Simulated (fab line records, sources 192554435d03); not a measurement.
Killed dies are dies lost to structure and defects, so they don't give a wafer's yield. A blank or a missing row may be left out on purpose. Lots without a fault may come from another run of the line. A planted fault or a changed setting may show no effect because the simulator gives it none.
One fault seen from 2 desks | flow n5_finfet | each desk has only its own numbers; what lay behind them comes last

THE TOOL OWNER'S DESK: rie_diel-02
The tool's own readings at N5_BEOL_M7_VIA_ETCH_34 (etches SiCOH lowk in C4F6/O2, target depth 125.5 nm, time 50.5 s): means of the sampled wafers that have a number, for each lot that ran on this tool. A lot is out of limits, marked OUT, if its mean lies more than 4 standard deviations from the usual mean; the brackets give that distance.
Columns: A = bias_w at N5_BEOL_M7_VIA_ETCH_34, usual 185.0 W; B = drypump_motor_current_A at N5_BEOL_M7_VIA_ETCH_34, usual 5.6 A; C = oes_ar_750_au at N5_BEOL_M7_VIA_ETCH_34, usual 0.77 a.u.; D = oes_product_au at N5_BEOL_M7_VIA_ETCH_34, usual 0.77 a.u.; E = rf_vpp_V at N5_BEOL_M7_VIA_ETCH_34, usual 663 V; F = showerhead_plenum_p_Torr at N5_BEOL_M7_VIA_ETCH_34, usual 2.80 Torr; G = throttle_valve_pct at N5_BEOL_M7_VIA_ETCH_34, usual 20.97 %
lot  | first seen here | A                | B   | C    | D    | E   | F    | G
L551 | day 11 12:12    | 185.0            | 5.5 | 0.82 | 0.83 | 665 | 2.85 | 20.88
L554 | day 11 22:52    | 184.7            | 5.5 | 0.82 | 0.82 | 666 | 2.84 | 20.88
L553 | day 12 07:58    | 180.9 (-7.3) OUT | 5.7 | 0.79 | 0.79 | 649 | 2.84 | 20.97
This desk's finding: out of limits on L553; first on L553, day 12 07:58 (bias_w at N5_BEOL_M7_VIA_ETCH_34). In limits: L551, L554.

THE METROLOGY DESK
What the gauges read, lot by lot, whatever tool the lot ran on: means of the sampled wafers that have a number. A lot is out of limits, marked OUT, if its mean lies more than 4 standard deviations from the usual mean; the brackets give that distance.
Columns: A = V6_OVL at N5_BEOL_M7_OVL_MEAS_29, usual -0.4 nm
lot  | first seen here | A
L543 | day 9 12:46     | -0.5
L544 | day 9 22:13     | -0.7
L548 | day 10 12:08    | -0.5
L546 | day 10 12:14    | -1.0
L547 | day 10 16:25    | -0.7
L551 | day 11 11:49    | 1.0
L554 | day 11 22:16    | -0.5
L553 | day 12 07:42    | 0.4
L563 | day 14 10:34    | 0.1
L565 | day 14 10:38    | 0.0
L564 | day 15 07:17    | -0.3
This desk's finding: nothing out of limits on any of the 11 lots.

PUT TOGETHER
The tool owner's desk could have raised an alarm at day 12 07:58, on L553.
The metrology desk saw nothing out of limits.
The metrology desk has L553 on record, within its limits.
Of the lots named, all ran N5_BEOL_M7_VIA_ETCH_34 on rie_diel-02.

WHAT THE SIMULATOR HAD PUT IN
Process parameter drift: rie_diel-02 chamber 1, from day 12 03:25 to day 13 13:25, at N5_BEOL_M7_VIA_ETCH_34. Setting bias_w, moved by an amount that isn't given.
Lots struck among those shown: L553.
Hours from the fault's start to each desk's first reading out of limits: the tool owner's desk, 5.
